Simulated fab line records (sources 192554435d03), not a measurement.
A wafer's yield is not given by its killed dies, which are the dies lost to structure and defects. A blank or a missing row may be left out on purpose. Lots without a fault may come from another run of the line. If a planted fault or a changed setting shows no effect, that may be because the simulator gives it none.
Which tool was responsible? -- flow n5 finfet -- route of 1938 steps, sampled at 1 step: 11 lots, 32 wafers

== WHAT THE GAUGES SHOWED, per wafer ==
N5_BEOL_M15_CD_MEAS_17 targets a cd of 360 nm.
lot,measured,on,cd nm (nm)
L155,day 12 02:34,cd sem-03,362.1 363.7 363.2
L157,day 12 13:45,cd sem-02,360.7 360.4 360.1
L160,day 13 01:49,cd sem-01,361.2 364.1 363.3
L158,day 13 16:59,cd sem-02,362.3 363.1 361.4
L159,day 13 17:08,cd sem-03,364.5 362.8 362.5
L161,day 14 04:53,cd sem-02,361.4 362.9 363.4
L162,day 14 21:59,cd sem-01,360.7 360.2 361.2
L168,day 16 10:32,cd sem-01,362.1 362.1
L174,day 17 13:10,cd sem-02,360.6 360.3 359.7
L176,day 17 18:50,cd sem-03,363.0 360.2 362.2
L177,day 18 13:38,cd sem-01,361.9 362.7 360.8

== WHAT TOOL EACH LOT RAN ON (gives the tool, then ch and the chambers of the sampled wafers, and finally the start) ==
The record shows no process step preceding these readings.

== THE ANSWER, worked out from the rows above alone ==
Rule: what is usual is taken from the lots themselves. The widest of any qualifying gaps counts: lots, ordered by their means at a reading, are off when they make up no more than a third of the lots, leave a main group of 4 or more, and stand apart from it by 3 or more times the standard deviation of that group's means. The tables above print the reading to a certain number of digits; a main group whose means all agree to those digits is not used. Also off: a lot with no number at a reading for which 4 or more lots have one. The other lots that the step has rows for count as sound.
No lot is off at any reading shown: from this, nothing can be told.

== WHAT HAD BEEN PUT IN BY THE SIMULATOR ==
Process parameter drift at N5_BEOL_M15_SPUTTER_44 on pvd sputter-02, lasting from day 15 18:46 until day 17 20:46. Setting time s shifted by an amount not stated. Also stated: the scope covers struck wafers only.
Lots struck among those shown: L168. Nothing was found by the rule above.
